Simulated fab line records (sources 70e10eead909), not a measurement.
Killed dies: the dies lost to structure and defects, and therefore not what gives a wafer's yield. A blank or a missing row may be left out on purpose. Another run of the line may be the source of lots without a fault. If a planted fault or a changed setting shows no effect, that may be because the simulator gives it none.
8D (eight disciplines) problem report, filled in by code | flow nandHarc | the parts of the form that need people (team, actions taken, sign-off) are left out

## 1. PROBLEM STATEMENT
cdNm at NHARC_P_M0_CD_MEAS_09 reads a mean of 55.4 nm on 6 wafers of 2 lots; wafers without a fault read 89.9 nm with a standard deviation of 0.7. That puts it -49 standard deviations away from the usual mean.
The step: target cd 90 nm.
First observed at day 10 09:43: wafer L984.2, on cdSem-01. Wafers with a number at this step in the record: 42, from 14 lots. Rule for "out", or "out of limits": more than 4 standard deviations from the usual mean. Any other wafer with a number is counted as sound.

## 2. WHAT IT IS; WHAT IT IS NOT
question                    | is                     | is not
which readings at this step | cdNm                   | -
which lots                  | L984, L990             | L974, L975, L976, L977, L979, L980, L981, L982, L987, L991, L993, L997
which wafers of those lots  | all that have a number | -
read on which gauges        | cdSem-01               | cdSem-02, cdSem-03
when                        | from day 10 09:43      | up to then (24 sound wafers); but 12 sound wafers of L987, L991, L993, L997 came after

## 3. WHAT RULES OUT EACH SUSPECT
Counting: any tool at a process step up to the reading is kept as a suspect provided that every lot that is out went through it and no sound lot did after the first of them.
- the gauge at NHARC_P_M0_CD_MEAS_09 has been ruled out. All the wafers that are out were read on cdSem-01, but those of them that NHARC_P_M0_EXPOSE_06 has rows for are out there too, on other tools.
- rieDiel-09 at NHARC_P_CONTACT_DESCUM_17 (chemistry O2, time 3 s): ruled out as a lasting fault. The sound lots L987, L991, L993 went through it after L984, its earliest lot that is out (day 10 05:28).
- rieDiel-09 at NHARC_P_CONTACT_ETCH_18 (etches the open film in C4F8/O2/Ar, target depth 481 nm, time 240.5 s): ruled out as a lasting fault. The sound lots L987, L991, L993 went through it after L984, its earliest lot that is out (day 10 07:20). With no start given for some of its lots, NHARC_P_CONTACT_ETCH_18 uses the hours and lot order of NHARC_P_CONTACT_DEGAS_38.
- pvdSputter-01 at NHARC_P_CONTACT_DEGAS_38 (time 60 s): ruled out as a lasting fault. The sound lots L991 went through it after L984, its earliest lot that is out (day 10 07:20).
- arfiScanner-02 at NHARC_P_M0_EXPOSE_06 (exposes mask P M0, target cd 90 nm): kept. It processed each lot that is out, first L984 at day 10 09:35, and no sound lot thereafter; up to then, the last sound lot it processed was L982 at day 9 06:41. Its own readings are out on those wafers: exposureDoseMJCm2.
After counting, what remains is arfiScanner-02 at NHARC_P_M0_EXPOSE_06.

## 4. THE CAUSE (what the simulator had put in)
Process parameter drift: arfiScanner-02, from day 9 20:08 on, at NHARC_P_M0_EXPOSE_06. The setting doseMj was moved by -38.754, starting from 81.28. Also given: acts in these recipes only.
This tool alone remained once counting was done.

## 5. THE CHAIN OF EFFECTS, in route order
One row per reading whose mean, taken over the struck wafers that have a number, lies over 3 standard deviations from the usual. Readings are gone through only where the record gives a usual standard deviation; hours: the median, over the lots, of the time from a lot's start at the first step in this table giving one to that lot's start at this step; sigmas: the change measured in usual standard deviations.
hours | step                  | reading           | usual   | on struck wafers | change | sigmas
0     | NHARC_P_M0_EXPOSE_06  | exposureDoseMJCm2 | 81.27   | 46.31            | -34.96 | -99 or more
0     | NHARC_P_M0_CD_MEAS_09 | cdNm              | 89.9 nm | 55.4             | -34.5  | -49
1     | NHARC_P_M0_CD_MEAS_16 | cdNm              | 89.8 nm | 56.0             | -33.8  | -38
Here are the process steps it includes:
- NHARC_P_M0_EXPOSE_06: exposes mask P M0, target cd 90 nm.

## 6. HOW IT WOULD HAVE BEEN CAUGHT EARLIER
The first out-of-limits reading at a measuring or inspecting step in this record came at day 10 09:43, 14 hours after the fault's start at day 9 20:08.
At NHARC_P_M0_EXPOSE_06, the tool's own readings (exposureDoseMJCm2) were out on each struck wafer the step has a row for, so an alarm limit on them would have fired on the first such wafer.
Among the 2 lots that are out, L990 began NHARC_P_M0_EXPOSE_06 on arfiScanner-02 after day 10 09:43. It would have been spared by a hold on the tool at that moment.
